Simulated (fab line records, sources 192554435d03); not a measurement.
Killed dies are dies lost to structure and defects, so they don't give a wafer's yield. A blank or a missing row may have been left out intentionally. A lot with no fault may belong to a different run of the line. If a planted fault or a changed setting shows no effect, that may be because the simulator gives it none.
fab line records || flow n5_finfet
[record] {"lots": 4, "wafers": 12, "last_day": 17}
route steps=1938 shown MOL_CONTACT_COAG@605 BEOL_M0_SAQP@632 PASSIVATION@1936
lots that met no fault: from a run of the same line without faults
start_h: the number of hours between the record's first day and the start of the first shown wafer of the lot || wait_h: hours elapsed since this lot's preceding step || " unchanged from the row above || L1.1+2: several wafers, shown together as one row || - no value, or no start given || * or withheld: withheld || < > ~ a bound
route shown NAME@n: a module of which the file shows steps, and the number in the route of the first || usual: mean and standard deviation over wafers with no fault || same: alike in all rows || chamber/n: place in a boat || sites: per-site readings || _std_site: standard deviation across them || _edge_site: inner sites' mean taken away from outer sites' mean || radius_mm: for every site, how far away it sits from the centre of the wafer || mask NAME#n: copy n || behind: tool/chamber where the wafer was last shaped || hold: why the lot went on hold/how many hours it stayed there/how the hold came to an end || device: names the non-switching transistor (n, p or np) || end of line: tests of these same wafers at the route's end || step lacking rows: just its recipe || killed: not the wafer's yield, but the dies lost to structure and defects at the first sort || map: the dies of a wafer, with x for killed, . for not killed, _ for no die there
set.NAME: the run value of the setting; set.NAME@STEP: its run value at that earlier step || model.NAME: the simulator's own value behind a step, which no gauge read
lots at selected steps of the route; one table per step, one row per wafer
services: when a tool's chamber went out of use (start_h, in hours from the record's first day, below 0 if earlier), for how many hours, and the reason
[[steps]]
[step N5_MOL_CONTACT_COAG_DESCUM_45]
[recipe] {"chemistry": "O2", "time_s": 7, "source_power_w": 50, "bias_power_w": 20, "pressure_mtorr": 20, "rf_frequency_hz": 2.712e+07, "temp_c": 40, "resist": "CAR-EUV", "o2_flow_sccm": 225}
[step N5_MOL_CONTACT_COAG_ETCH_65]
[recipe] {"chemistry": "N2/H2", "target": "underlayer", "target_depth_a": 130, "mask_material": "CAR-EUV", "time_s": 10.4, "ion_energy_ev": 200, "pressure_mtorr": 30, "source_w": 840, "bias_w": 150, "n2_flow_sccm": 200, "h2_flow_sccm": 200, "ends": "cleared"}
[step N5_MOL_CONTACT_COAG_ETCH_66]
[recipe] {"chemistry": "CF4", "target": "SiARC", "target_depth_a": 130, "mask_material": "CAR-EUV", "time_s": 21.7, "ion_energy_ev": 80, "pressure_mtorr": 40, "source_w": 545, "bias_w": 36, "Ar_flow_sccm": 100, "cf4_flow_sccm": 100, "ends": "cleared"}
[step N5_MOL_CONTACT_COAG_ALD_133]
[recipe] {"material": "SiO2", "target_thk_a": 50, "temp_c": 100, "ald_precursor_family": "BDEAS", "ald_co_reactant": "O2-plasma", "pulse_time_s": 1, "co_reactant_pulse_time_s": 1, "purge_time_s": 2, "co_reactant_purge_time_s": 2, "ald_cycles": 35, "pressure_torr": 2}
[step N5_MOL_CONTACT_COAG_ETCHBACK_134]
[recipe] {"chemistry": "CHF3", "target": "SiO2", "target_depth_a": 100, "time_s": 6.7, "ion_energy_ev": 200, "pressure_mtorr": 30, "source_w": 610, "bias_w": 170, "Ar_flow_sccm": 200, "CHF3_flow_sccm": 50}
[step N5_MOL_CONTACT_COAG_ETCH_67]
[recipe] {"chemistry": "N2/H2", "target": "SOC", "target_depth_a": 600, "overetch_a": 210, "mask_material": "SiARC", "temp_c": 40, "time_s": 101.2, "ion_energy_ev": 200, "pressure_mtorr": 30, "source_w": 840, "bias_w": 150, "n2_flow_sccm": 200, "h2_flow_sccm": 200}
[step N5_MOL_CONTACT_COAG_STRIP_68]
[recipe] {"chemistry": "N2/H2", "temp_c": 40, "n2_flow_sccm": 200, "h2_flow_sccm": 200, "rf_frequency_hz": 6e+07}
[step N5_MOL_CONTACT_COAG_STRIP_69]
[recipe] {"chemistry": "N2/H2", "temp_c": 40, "n2_flow_sccm": 200, "h2_flow_sccm": 200, "rf_frequency_hz": 6e+07}
[step N5_MOL_CONTACT_COAG_ETCHBACK_136]
[recipe] {"chemistry": "CHF3", "target": "SiO2", "target_depth_a": 250, "time_s": 16.7, "ion_energy_ev": 200, "pressure_mtorr": 30, "source_w": 610, "bias_w": 170, "Ar_flow_sccm": 200, "CHF3_flow_sccm": 50}
[step N5_MOL_CONTACT_COAG_STRIP_120]
[recipe] {"chemistry": "CHF3", "resist": "SiARC", "rf_frequency_hz": 6e+07}
[step N5_MOL_CONTACT_COAG_VIA_ETCH_117]
[recipe] {"chemistry": "C4F6/O2", "target_depth_a": 400, "overetch_a": 80, "mask_material": "SOC", "target": "SiO2", "bias_w": 455, "pressure_mtorr": 10, "time_s": 26, "source_w": 325, "Ar_flow_sccm": 300, "C4F6_flow_sccm": 10, "O2_flow_sccm": 10, "ion_energy_ev": 575.3, "ends": "end_point"}
[step N5_MOL_CONTACT_COAG_ETCH_124]
[recipe] {"chemistry": "CH3F/O2", "target": "SiNx", "target_depth_a": 65, "mask_material": "SOC", "stop_on": "SiOC", "over_etch_frac": 0.3, "ion_energy_ev": 120, "pressure_mtorr": 30, "source_w": 395, "bias_w": 73, "Ar_flow_sccm": 150, "CH3F_flow_sccm": 30, "O2_flow_sccm": 20, "ends": "end_point"}
[step N5_MOL_CONTACT_COAG_ETCH_48]
[recipe] {"chemistry": "C4F6/O2", "target_depth_a": 150, "overetch_a": 45, "mask_material": "SOC", "target": "SiOC", "bias_w": 465, "pressure_mtorr": 10, "time_s": 17, "source_w": 335, "Ar_flow_sccm": 300, "C4F6_flow_sccm": 10, "O2_flow_sccm": 10, "ion_energy_ev": 576}
[usual] {"drypump_motor_current_A": "5.7/0.54", "oes_product_au": "0.65/0.067", "rf_fwd_power_W": "332.3/1.6", "rf_vpp_V": "1609/23", "showerhead_plenum_p_Torr": "2.89/0.082", "throttle_valve_pct": "40.6/0.34"}
[same] {"time_s": 17}
{"lot.wafer": "L337.2", "tool": "rie_diel-05", "chamber": 0, "start_h": 141.92, "wait_h": 0.0, "drypump_motor_current_A": 6.6, "oes_product_au": 0.58, "rf_fwd_power_W": 331.7, "rf_hours_counter_h": 225, "rf_vpp_V": 1593, "showerhead_plenum_p_Torr": 2.83, "throttle_valve_pct": 40.8}
{"lot.wafer": "L337.4", "tool": "rie_diel-05", "chamber": 1, "start_h": 141.92, "wait_h": 0.0, "drypump_motor_current_A": 5.7, "oes_product_au": 0.71, "rf_fwd_power_W": 331.3, "rf_hours_counter_h": 83, "rf_vpp_V": 1649, "showerhead_plenum_p_Torr": 2.98, "throttle_valve_pct": 40.7}
{"lot.wafer": "L337.6", "tool": "rie_diel-05", "chamber": 0, "start_h": 141.92, "wait_h": 0.0, "drypump_motor_current_A": 6.6, "oes_product_au": 0.61, "rf_fwd_power_W": 331.1, "rf_hours_counter_h": "-", "rf_vpp_V": 1593, "showerhead_plenum_p_Torr": 2.83, "throttle_valve_pct": 40.8}
{"lot.wafer": "L336.1", "tool": "rie_diel-05", "chamber": 0, "start_h": 142.58, "wait_h": 0.0, "drypump_motor_current_A": 6.6, "oes_product_au": 0.58, "rf_fwd_power_W": 332.6, "rf_hours_counter_h": 225, "rf_vpp_V": 1592, "showerhead_plenum_p_Torr": 2.83, "throttle_valve_pct": 40.8}
{"lot.wafer": "L336.4", "tool": "rie_diel-05", "chamber": 1, "start_h": 142.58, "wait_h": 0.0, "drypump_motor_current_A": 5.7, "oes_product_au": 0.69, "rf_fwd_power_W": 331.9, "rf_hours_counter_h": 83, "rf_vpp_V": 1649, "showerhead_plenum_p_Torr": 2.98, "throttle_valve_pct": 40.7}
{"lot.wafer": "L336.5", "tool": "rie_diel-05", "chamber": 1, "start_h": 142.58, "wait_h": 0.0, "drypump_motor_current_A": 5.8, "oes_product_au": 0.72, "rf_fwd_power_W": 331.3, "rf_hours_counter_h": "-", "rf_vpp_V": 1648, "showerhead_plenum_p_Torr": 2.98, "throttle_valve_pct": 40.7}
{"lot.wafer": "L349.1", "tool": "rie_diel-05", "chamber": 2, "start_h": 216.53, "wait_h": 0.0, "drypump_motor_current_A": 5.1, "oes_product_au": 0.61, "rf_fwd_power_W": 333.2, "rf_hours_counter_h": 231, "rf_vpp_V": 1631, "showerhead_plenum_p_Torr": 2.95, "throttle_valve_pct": 40.8}
{"lot.wafer": "L349.2", "tool": "rie_diel-05", "chamber": 1, "start_h": 216.53, "wait_h": 0.0, "drypump_motor_current_A": 5.8, "oes_product_au": 0.66, "rf_fwd_power_W": 331.3, "rf_hours_counter_h": 109, "rf_vpp_V": 1649, "showerhead_plenum_p_Torr": 2.96, "throttle_valve_pct": 40.8}
{"lot.wafer": "L349.4", "tool": "rie_diel-05", "chamber": 3, "start_h": 216.53, "wait_h": 0.0, "drypump_motor_current_A": 5.7, "oes_product_au": 0.74, "rf_fwd_power_W": 332.9, "rf_hours_counter_h": "-", "rf_vpp_V": 1589, "showerhead_plenum_p_Torr": 2.99, "throttle_valve_pct": 40.2}
{"lot.wafer": "L352.1", "tool": "rie_diel-06", "chamber": 3, "start_h": 233.13, "wait_h": 0.0, "drypump_motor_current_A": 5.8, "oes_product_au": 0.58, "rf_fwd_power_W": 331.1, "rf_hours_counter_h": 178, "rf_vpp_V": 1584, "showerhead_plenum_p_Torr": 2.81, "throttle_valve_pct": 40.2}
{"lot.wafer": "L352.2", "tool": "rie_diel-06", "chamber": 2, "start_h": 233.13, "wait_h": 0.0, "drypump_motor_current_A": 6.6, "oes_product_au": 0.52, "rf_fwd_power_W": 329.1, "rf_hours_counter_h": 244, "rf_vpp_V": 1612, "showerhead_plenum_p_Torr": 2.91, "throttle_valve_pct": 40.5}
{"lot.wafer": "L352.3", "tool": "rie_diel-06", "chamber": 0, "start_h": 233.13, "wait_h": 0.0, "drypump_motor_current_A": 4.9, "oes_product_au": 0.66, "rf_fwd_power_W": 333.1, "rf_hours_counter_h": 64, "rf_vpp_V": 1611, "showerhead_plenum_p_Torr": 2.75, "throttle_valve_pct": 40.4}
[step N5_MOL_CONTACT_COAG_STRIP_72]
[recipe] {"chemistry": "N2/H2", "power_w": 450, "temp_c": 40, "pressure_mtorr": 20, "rf_frequency_hz": 6e+07, "overash_fraction": 3, "bias_power_w": 7, "h2_frac": 0.5, "n2_flow_sccm": 200, "h2_flow_sccm": 200}
[step N5_MOL_CONTACT_COAG_STRIP_49]
[recipe] {"chemistry": "N2/H2", "time_s": 30, "power_w": 1000, "temp_c": 250, "pressure_mtorr": "withheld", "n2_flow_sccm": 1750, "h2_flow_sccm": 3250}
[step N5_MOL_CONTACT_COAG_PRECLEAN_138]
[recipe] {"chemistry": "alkaline_clean", "temp_c": 60, "time_s": 60, "do_ppb": 50}
[step N5_MOL_CONTACT_COAG_SRD_139]
[recipe] {"dry": "ipa_marangoni", "time_s": 30, "temp_c": 23, "rinse_liquid": "diw"}
[step N5_MOL_CONTACT_COAG_PRE_CLEAN_121]
[recipe] {"gas": "H2/He", "time_s": "*", "temp_c": "withheld"}
[step N5_MOL_CONTACT_COAG_CVD_140]
[recipe] {"material": "W", "target_thk_a": 665, "mode": "selective_fill", "temp_c": 300, "time_s": 215}
[step N5_MOL_CONTACT_COAG_PRECLEAN_127]
[recipe] {"chemistry": "DIW", "time_s": 57.5, "temp_c": 23}
[step N5_MOL_CONTACT_COAG_SRD_128]
[recipe] {"dry_time_s": 32, "dry": "n2_spin", "spin_rpm": 1500}
[step N5_MOL_CONTACT_COAG_CMP_52]
[recipe] {"stop_on": "SiO2", "t_overpolish_s": 1.5, "post_cmp_clean": "w_dilute_nh4oh", "down_force_psi": 4, "platen_rpm": 50.289, "pad_velocity_m_s": 1.0006, "target_thk_nm": 66.5}
[step N5_MOL_CONTACT_COAG_ANNEAL_112]
[recipe] {"temp_c": 400, "time_s": 1800, "ambient": "HPD2", "pressure_atm": 10}
[step N5_BEOL_M0_SAQP_PECVD_00]
[recipe] {"material": "SiCN", "target_thk_a": 80, "temp_c": "withheld", "precursor": "3MS/NH3", "pressure_torr": 3, "rf_w": 202, "time_s": 14}
[step N5_BEOL_M0_SAQP_ILD_DEP_01]
[recipe] {"material": "SiOC", "target_thk_a": 454.19, "temp_c": 350, "precursor": "DEMS/O2", "pressure_torr": 5, "rf_w": 500, "time_s": 8.7}
[step N5_BEOL_M0_SAQP_HM_DEP_02]
[recipe] {"material": "TiN", "target_thk_a": 120, "temp_c": 25, "chamber_pressure_pa": 0.49996}
[step N5_BEOL_M0_SAQP_PECVD_03]
[recipe] {"material": "SiCN", "target_thk_a": 120, "temp_c": "withheld", "precursor": "3MS/NH3", "pressure_torr": 3, "rf_w": 202, "time_s": 21.1}
[step N5_BEOL_M0_SAQP_PECVD_96]
[recipe] {"material": "a-Si", "target_thk_a": 450, "temp_c": 350, "precursor": "SiH4/He", "pressure_torr": 3, "rf_w": 100, "time_s": 45.2}
[step N5_BEOL_M0_SAQP_PECVD_97]
[recipe] {"material": "SiNx", "target_thk_a": 230, "temp_c": 350, "precursor": "SiH4/NH3/N2", "pressure_torr": 1.5, "rf_w": 300, "time_s": 19.9}
[step N5_BEOL_M0_SAQP_PECVD_04]
[recipe] {"material": "a-Si", "target_thk_a": 600, "temp_c": 350, "precursor": "SiH4/He", "pressure_torr": 3, "rf_w": 100, "time_s": 60.2}
[step N5_BEOL_M0_SAQP_HM_DEP_111]
[recipe] {"material": "SiO2", "target_thk_a": 120, "temp_c": 400, "precursor": "SiH4/N2O", "pressure_torr": 0.75, "rf_w": 275, "time_s": 7.2}
[step N5_BEOL_M0_SAQP_COAT_81]
[recipe] {"resist": "SOC", "temp_c": 250, "time_s": 60, "spin_rpm": 1500, "resist_thk_nm": 100}
[step N5_BEOL_M0_SAQP_COAT_82]
[recipe] {"resist": "SiARC", "temp_c": 220, "time_s": 60, "spin_rpm": 1500, "resist_thk_nm": 30}
[step N5_BEOL_M0_SAQP_COAT_08]
[recipe] {"resist": "CAR-ArF", "spin_rpm": 1500, "resist_thk_nm": 90}
[step N5_BEOL_M0_SAQP_EBR_10]
[recipe] {"solvent": "PGMEA", "ebr_width_mm": 1.5}
[step N5_BEOL_M0_SAQP_SOFTBAKE_09]
[recipe] {"temp_c": 110, "time_s": 60, "resist": "CAR-ArF"}
[step N5_BEOL_M0_SAQP_EXPOSE_11]
[recipe] {"mask_id": "M0_CORE", "na": 1.35, "source_shape": "dipole", "sigma_inner": 0.538, "sigma_outer": 0.738, "polarization": "te", "target_cd_nm": 42, "dose_mj": 55}
[step N5_PASSIVATION_PROBE_49]
[usual] {"defect_limited_yield": "91.3/1.5", "killed_at_M0_to_M3": "33/12", "killed_at_M4_up": "13/5.2", "killed_at_contacts": "13/6.7", "killed_at_front_end": "40/11", "killed_at_other": "4.1/2.7", "killed_dies": "103/17", "killed_open": "69/13", "killed_short": "33/8.4", "sort_bin_5_function": "5.1/1", "sort_bin_6_memory": "3.2/0.62", "sort_n_pass": "1077/17", "sort_yield_pct": "91.3/1.5"}
[same] {"gross_dies": 1180, "killed_at_back_side": 0, "sort_bin_4_leakage[%]": 0, "sort_bin_8_speed[%]": 0}
{"lot.wafer": "L336.1", "tool": "prober-02", "chamber": "-", "start_h": 315.20, "wait_h": 0.0, "defect_limited_yield[%]": 84.7, "killed_at_M0_to_M3": 33, "killed_at_M4_up": 10, "killed_at_contacts": 99, "killed_at_front_end": 33, "killed_at_other": 5, "killed_dies": 180, "killed_open": 55, "killed_short": 29, "sort_bin_5_function[%]": 10.6, "sort_bin_6_memory[%]": 3.2, "sort_n_pass": 1000, "sort_yield_pct[%]": 84.7}
{"lot.wafer": "L336.4", "tool": "prober-02", "chamber": "-", "start_h": 315.35, "wait_h": 0.2, "defect_limited_yield[%]": 84.2, "killed_at_M0_to_M3": 29, "killed_at_M4_up": 8, "killed_at_contacts": 115, "killed_at_front_end": 25, "killed_at_other": 9, "killed_dies": 186, "killed_open": 54, "killed_short": 25, "sort_bin_5_function[%]": 11.6, "sort_bin_6_memory[%]": 3.1, "sort_n_pass": 994, "sort_yield_pct[%]": 84.2}
{"lot.wafer": "L336.5", "tool": "prober-02", "chamber": "-", "start_h": 315.40, "wait_h": 0.2, "defect_limited_yield[%]": 81.8, "killed_at_M0_to_M3": 45, "killed_at_M4_up": 10, "killed_at_contacts": 106, "killed_at_front_end": 50, "killed_at_other": 4, "killed_dies": 215, "killed_open": 78, "killed_short": 39, "sort_bin_5_function[%]": 11.1, "sort_bin_6_memory[%]": 5.2, "sort_n_pass": 965, "sort_yield_pct[%]": 81.8}
{"lot.wafer": "L337.2", "tool": "prober-01", "chamber": "-", "start_h": 316.71, "wait_h": 0.1, "defect_limited_yield[%]": 84.3, "killed_at_M0_to_M3": 27, "killed_at_M4_up": 13, "killed_at_contacts": 112, "killed_at_front_end": 31, "killed_at_other": 2, "killed_dies": 185, "killed_open": 50, "killed_short": 38, "sort_bin_5_function[%]": 9.7, "sort_bin_6_memory[%]": 4.4, "sort_n_pass": 995, "sort_yield_pct[%]": 84.3}
{"lot.wafer": "L337.4", "tool": "prober-01", "chamber": "-", "start_h": 316.81, "wait_h": 0.2, "defect_limited_yield[%]": 84.0, "killed_at_M0_to_M3": 21, "killed_at_M4_up": 13, "killed_at_contacts": 121, "killed_at_front_end": 27, "killed_at_other": 7, "killed_dies": 189, "killed_open": 59, "killed_short": 25, "sort_bin_5_function[%]": 9.9, "sort_bin_6_memory[%]": 4.1, "sort_n_pass": 991, "sort_yield_pct[%]": 84.0}
{"lot.wafer": "L337.6", "tool": "prober-01", "chamber": "-", "start_h": 316.91, "wait_h": 0.3, "defect_limited_yield[%]": 81.9, "killed_at_M0_to_M3": 45, "killed_at_M4_up": 14, "killed_at_contacts": 124, "killed_at_front_end": 27, "killed_at_other": 4, "killed_dies": 214, "killed_open": 77, "killed_short": 29, "sort_bin_5_function[%]": 12.5, "sort_bin_6_memory[%]": 3.8, "sort_n_pass": 966, "sort_yield_pct[%]": 81.9}
{"lot.wafer": "L349.1", "tool": "prober-01", "chamber": "-", "start_h": 395.00, "wait_h": 0.0, "defect_limited_yield[%]": 90.8, "killed_at_M0_to_M3": 27, "killed_at_M4_up": 8, "killed_at_contacts": 13, "killed_at_front_end": 55, "killed_at_other": 5, "killed_dies": 108, "killed_open": 62, "killed_short": 44, "sort_bin_5_function[%]": 5.7, "sort_bin_6_memory[%]": 2.6, "sort_n_pass": 1072, "sort_yield_pct[%]": 90.8}
{"lot.wafer": "L349.2", "tool": "prober-01", "chamber": "-", "start_h": 395.05, "wait_h": 0.1, "defect_limited_yield[%]": 91.0, "killed_at_M0_to_M3": 28, "killed_at_M4_up": 7, "killed_at_contacts": 18, "killed_at_front_end": 46, "killed_at_other": 7, "killed_dies": 106, "killed_open": 61, "killed_short": 40, "sort_bin_5_function[%]": 4.6, "sort_bin_6_memory[%]": 3.6, "sort_n_pass": 1074, "sort_yield_pct[%]": 91.0}
{"lot.wafer": "L349.4", "tool": "prober-01", "chamber": "-", "start_h": 395.15, "wait_h": 0.2, "defect_limited_yield[%]": 89.7, "killed_at_M0_to_M3": 34, "killed_at_M4_up": 16, "killed_at_contacts": 22, "killed_at_front_end": 48, "killed_at_other": 2, "killed_dies": 122, "killed_open": 88, "killed_short": 32, "sort_bin_5_function[%]": 6.2, "sort_bin_6_memory[%]": 3.6, "sort_n_pass": 1058, "sort_yield_pct[%]": 89.7}
{"lot.wafer": "L352.1", "tool": "prober-02", "chamber": "-", "start_h": 402.79, "wait_h": 0.0, "defect_limited_yield[%]": 91.3, "killed_at_M0_to_M3": 30, "killed_at_M4_up": 24, "killed_at_contacts": 4, "killed_at_front_end": 40, "killed_at_other": 5, "killed_dies": 103, "killed_open": 70, "killed_short": 31, "sort_bin_5_function[%]": 4.5, "sort_bin_6_memory[%]": 4.0, "sort_n_pass": 1077, "sort_yield_pct[%]": 91.3}
{"lot.wafer": "L352.2", "tool": "prober-02", "chamber": "-", "start_h": 402.84, "wait_h": 0.1, "defect_limited_yield[%]": 92.2, "killed_at_M0_to_M3": 22, "killed_at_M4_up": 19, "killed_at_contacts": 2, "killed_at_front_end": 46, "killed_at_other": 3, "killed_dies": 92, "killed_open": 52, "killed_short": 40, "sort_bin_5_function[%]": 4.9, "sort_bin_6_memory[%]": 2.6, "sort_n_pass": 1088, "sort_yield_pct[%]": 92.2}
{"lot.wafer": "L352.3", "tool": "prober-02", "chamber": "-", "start_h": 402.89, "wait_h": 0.1, "defect_limited_yield[%]": 91.6, "killed_at_M0_to_M3": 38, "killed_at_M4_up": 9, "killed_at_contacts": 5, "killed_at_front_end": 42, "killed_at_other": 5, "killed_dies": 99, "killed_open": 64, "killed_short": 32, "sort_bin_5_function[%]": 4.8, "sort_bin_6_memory[%]": 3.1, "sort_n_pass": 1081, "sort_yield_pct[%]": 91.6}
// killed by level:class
L336.1 MOL_CONTACT_COAG:unspecified=95 BEOL_M0_SAQP:geometric_particle:open=8 FIN_SAQP:geometric_particle:short=7 DUMMY_GATE:geometric_particle:open=7 BEOL_M1:geometric_particle:open=7 BEOL_M2:geometric_particle:open=6 FIN_SAQP:geometric_particle:open=5 STI_FIN_REVEAL:geometric_particle:open=5
L336.4 MOL_CONTACT_COAG:unspecified=104 MOL_CONTACT_COAG:geometric_particle:open=9 BEOL_M0_SAQP:geometric_particle:open=8 BEOL_M1:geometric_particle:open=7 BEOL_M0_SAQP:geometric_particle:short=6 FIN_SAQP:geometric_particle:open=5 GATE_CUT:geometric_particle:short=5 FIN_SAQP:geometric_particle:short=4
L336.5 MOL_CONTACT_COAG:unspecified=97 BEOL_M0_SAQP:geometric_particle:short=14 BEOL_M0_SAQP:geometric_particle:open=11 FIN_SAQP:geometric_particle:open=10 BEOL_M1:geometric_particle:open=10 MOL_CONTACT_COAG:geometric_particle:open=8 FIN_SAQP:geometric_particle:short=7 DUMMY_GATE:geometric_particle:open=7
L337.2 MOL_CONTACT_COAG:unspecified=97 MOL_CONTACT_COAG:geometric_particle:open=11 BEOL_M0_SAQP:geometric_particle:short=10 FIN_SAQP:geometric_particle:open=6 BEOL_M1:geometric_particle:open=5 BEOL_M2:geometric_particle:open=5 BEOL_M4:geometric_particle:short=5 FIN_SAQP:geometric_particle:short=4
L337.4 MOL_CONTACT_COAG:unspecified=104 MOL_CONTACT_COAG:geometric_particle:open=14 STI_FIN_REVEAL:geometric_particle:open=10 BEOL_M4:geometric_particle:short=6 BEOL_M2:geometric_particle:open=5 BEOL_M0_SAQP:geometric_particle:short=4 BEOL_M1:geometric_particle:open=4 MIM_TOP_ETCH:geometric_particle:open=4
L337.6 MOL_CONTACT_COAG:unspecified=108 MOL_CONTACT_COAG:geometric_particle:open=14 BEOL_M1:geometric_particle:open=14 BEOL_M4:geometric_particle:open=8 STI_FIN_REVEAL:geometric_particle:open=7 BEOL_M0_SAQP:geometric_particle:short=7 BEOL_M2:geometric_particle:open=6 BEOL_M0_SAQP:geometric_particle:open=6
L349.1 FIN_SAQP:geometric_particle:open=12 MOL_CONTACT_COAG:geometric_particle:open=12 FIN_SAQP:geometric_particle:short=11 GATE_CUT:geometric_particle:short=10 DUMMY_GATE:geometric_particle:open=8 BEOL_M0_SAQP:geometric_particle:short=6 BEOL_M0:geometric_particle:open=5 BEOL_M1:geometric_particle:open=5
L349.2 MOL_CONTACT_COAG:geometric_particle:open=12 FIN_SAQP:geometric_particle:open=6 STI_FIN_REVEAL:geometric_particle:open=6 DUMMY_GATE:geometric_particle:open=6 GATE_CUT:geometric_particle:short=5 MOL_CONTACT_COAG:geometric_particle:short=5 BEOL_M1:geometric_particle:short=5 BEOL_M3:geometric_particle:open=5
L349.4 MOL_CONTACT_COAG:geometric_particle:open=19 BEOL_M2:geometric_particle:open=11 ILD0:geometric_particle:open=7 BEOL_M1:geometric_particle:open=7 FIN_SAQP:geometric_particle:short=6 DUMMY_GATE:geometric_particle:open=6 ILD0:geometric_particle:short=6 BEOL_M4:geometric_particle:open=5
L352.1 BEOL_M1:geometric_particle:open=12 DUMMY_GATE:geometric_particle:open=10 BEOL_M5:geometric_particle:open=9 FIN_SAQP:geometric_particle:short=8 BEOL_M4:geometric_particle:open=6 STI_FIN_REVEAL:geometric_particle:open=5 BEOL_M0_SAQP:geometric_particle:open=5 BEOL_M3:geometric_particle:open=5
L352.2 DUMMY_GATE:geometric_particle:open=10 FIN_SAQP:geometric_particle:short=8 BEOL_M5:geometric_particle:open=7 GATE_CUT:geometric_particle:short=6 GATE_CUT:geometric_particle:open=6 STARTING-WAFER:geometric_particle:short=5 BEOL_M0_SAQP:geometric_particle:open=4 BEOL_M3:geometric_particle:open=4
L352.3 BEOL_M1:geometric_particle:open=12 BEOL_M3:geometric_particle:open=7 STI_FIN_REVEAL:geometric_particle:open=7 STARTING-WAFER:geometric_particle:short=7 FIN_SAQP:geometric_particle:open=6 BEOL_M0_SAQP:geometric_particle:short=5 BEOL_M0_SAQP:geometric_particle:open=5 STARTING-WAFER:geometric_particle:open=5
// map L336.5 (x killed, . not)
_________________x.x..x......________________
______________.......x.........._____________
___________.x.....x...x............__________
__________x...x...x......x.......x.._________
________......x.......x........x.....x_______
_______.x.x..............x.......x.....______
______.x...................xx........x.._____
_____.....x..............................____
____....x..x..............................___
___x..x.xx...............x....x.x..........__
___........................................__
__..x..x......x..........................xx._
__...x....x......x...x.....x......x.x...x..._
_..x..................x....x..x.x...xx.......
_...xx.....................................x.
_............x...x....x......................
_..................x.x.......................
_...x..........x..xxxxxx.x.......xx......x...
_......x.........x..xxxxxx...................
_...........x....xxxx.xx.x.........x.......x.
_.............x..xxxxxxxxxx.x....x...........
__......x.x.xx...xxxxxxxxxx.x...........x..._
__........xx...xxxxxxxxxxxxx.x............x._
___............xx.xxxxxxxxx...x..........x.__
___..............xxxxxxxxx.x.x..x.........x__
____............x.x.xxxxxx.x........x...x.___
_____........x...xx...xxxxx.x......x.....____
______x.x..x.....xx.xxx.xx.............._____
_______x......x.......x............x..x______
________xxx...x............x.........x_______
__________............x.....x......._________
___________...x....x..........x....__________
______________.........x......x._____________
_________________...x...x....________________
// map L337.6 (x killed, . not)
_________________....x.......________________
______________.......x.........._____________
___________..x.........x...........__________
__________........x....x......x....._________
________..x..........................._______
_______..................x..........x..______
______..xx....................xx.....x.._____
_____..........x....x.xxx................____
____.........x....x..............x........___
___.....x..............................x.x.__
___..x..xx.............xx..x...............__
__.....x....x...x....................x......_
__...x....x.x...............x..............._
_................x..........xx...............
_......................x..x..xxx.............
_....x.........x.........x.xxxxxxx.x..x......
_x..x.xx................xx.xxxxxxxx..x.......
_...................x...xxxxxxxxxxxxx..x....x
_....x............x......xxxxxxxxxxxx.......x
_..x...................xxxxxxxxxxxxx......x..
_.x..............x......xxxxxxxxxxxxx.......x
__...xx...xxx.x.x..x...x..xxxxxxxxxx...x...._
__.....xx..x............xxxxxxxxxxx...x....._
___...............x......x.xxxx.xxxxx......__
___x...................x.x....xx........x..__
____.......x.x...x...........x.x..........___
_____....xxx..........................x..____
______.........x.............x.........._____
_______........x.....x...........x.....______
________....x....xx..................._______
__________.........x...x....x......._________
___________..............x.......x.__________
______________......x..........x_____________
_________________.x..........________________
[[services]]
{"tool": "rie_diel-05", "chamber": 1, "start_h": 208.51, "hours": 1.2, "kind": "repair"}
{"tool": "rie_diel-05", "chamber": 0, "start_h": 212.49, "hours": "-", "kind": "clean"}
{"tool": "rie_diel-05", "chamber": 0, "start_h": 212.49, "hours": "-", "kind": "consumable_replace:focus_ring"}
{"tool": "rie_diel-05", "chamber": 0, "start_h": 212.49, "hours": 26.6, "kind": "scheduled_down"}
{"tool": "rie_diel-05", "chamber": 0, "start_h": 212.49, "hours": 26.6, "kind": "vent_cycle"}
{"tool": "rie_diel-06", "chamber": "-", "start_h": 229.49, "hours": 2.8, "kind": "pm"}
[[key]]
[first_sign] {"step": "N5_PASSIVATION_PROBE_49", "reading": "killed_at_contacts", "direction": "up", "sigmas": 15, "usual": 13, "struck": 113}
[effect] {"step": "N5_PASSIVATION_PROBE_49", "reading": "killed_dies", "direction": "up", "sigmas": 5.3, "usual": 103, "struck": 195}
[more_kills_born_at] {"N5_MOL_CONTACT_COAG_ETCH_48@rie_diel-05": 605}
met_at N5_MOL_CONTACT_COAG_ETCH_48
struck_wafers L336.1,L336.4,L336.5,L337.2,L337.4,L337.6
[fault] {"kind": "chamber_particle_source", "tool": "rie_diel-05", "chamber": "-", "onset_h": 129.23, "steps": "N5_MOL_CONTACT_COAG_ETCH_48", "rate_per_visit_cm2": 0.46062, "end_h": 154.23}
